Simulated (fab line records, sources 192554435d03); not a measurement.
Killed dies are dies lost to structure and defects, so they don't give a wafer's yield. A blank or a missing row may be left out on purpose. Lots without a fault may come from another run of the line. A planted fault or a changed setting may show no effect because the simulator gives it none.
Which tool did it? | flow n5_finfet | 24 lots, 72 wafers sampled, at 1 step of a route of 1938

WHAT THE GAUGES READ, wafer by wafer
N5_BEOL_M2_CD_MEAS_28: target cd 26.2 nm, target cd y 24.1 nm. Usual: cd_nm 26.25 nm, standard deviation 0.22.
lot  | measured     | on        | cd_nm (nm)        | flag
L074 | day 7 00:19  | cd_sem-01 | 26.32 26.36 26.57 |
L075 | day 7 08:29  | cd_sem-01 | 26.54 26.19 26.33 |
L076 | day 7 13:06  | cd_sem-02 | 26.05 26.47 26.13 |
L078 | day 7 14:07  | cd_sem-01 | 26.25 26.45 26.46 |
L077 | day 7 23:10  | cd_sem-02 | 26.19 25.93 26.17 |
L079 | day 7 23:37  | cd_sem-02 | 26.19 26.29 26.28 |
L080 | day 8 03:07  | cd_sem-01 | 26.16 26.09 26.06 |
L081 | day 8 15:50  | cd_sem-01 | 26.53 26.44 25.95 |
L082 | day 9 00:53  | cd_sem-02 | 26.20 26.61 26.31 |
L083 | day 9 12:03  | cd_sem-03 | 26.00 26.47 26.31 |
L084 | day 9 12:13  | cd_sem-02 | 26.15 26.25 26.23 |
L085 | day 9 15:10  | cd_sem-02 | 26.36 26.62 26.04 |
L086 | day 9 22:17  | cd_sem-01 | 25.94 26.48 26.17 |
L087 | day 10 06:12 | cd_sem-03 | 26.29 26.35 26.52 |
L089 | day 10 07:59 | cd_sem-03 | 26.03 26.17 26.21 |
L088 | day 10 14:05 | cd_sem-01 | 26.61 26.34 26.42 |
L090 | day 10 22:25 | cd_sem-02 | 26.08 26.34 26.06 |
L091 | day 11 05:53 | cd_sem-01 | 26.43 26.05 26.22 |
L092 | day 11 11:16 | cd_sem-01 | 26.21 26.26 26.01 |
L093 | day 11 14:05 | cd_sem-03 | 26.25 26.15 26.37 |
L094 | day 12 01:01 | cd_sem-01 | 25.98 25.73 26.31 |
L095 | day 12 05:54 | cd_sem-01 | 26.39 26.34 25.87 |
L096 | day 12 09:38 | cd_sem-03 | 25.68 26.48 26.29 |
L097 | day 12 16:47 | cd_sem-02 | 26.41 26.45 26.45 |

WHICH TOOL RAN EACH LOT (tool, then ch and the chambers of the sampled wafers, then the start)
The record holds no process step before these readings.

WHAT THE TOOLS THEMSELVES READ (means of the sampled wafers that have a number; where no wafer has one, the mark that the record gives instead)
The record holds no such reading with a usual standard deviation.

THE ANSWER, worked out from the rows above alone
Rule: a lot is off if the mean of its wafers that have a number lies more than 3 standard deviations from the usual mean. A lot without any number at a reading at which 4 lots or more have one is off too. The other lots that the step has rows for count as sound. The gauges are gone through in route order, then the tools' own readings, and for those a lot's mean is taken as printed above. The first step at which some lot is off is used, and at that step the reading that is off furthest; a lot without a number counts as furthest.
No lot is off at any reading shown: from this, nothing can be told.

WHAT THE SIMULATOR HAD PUT IN
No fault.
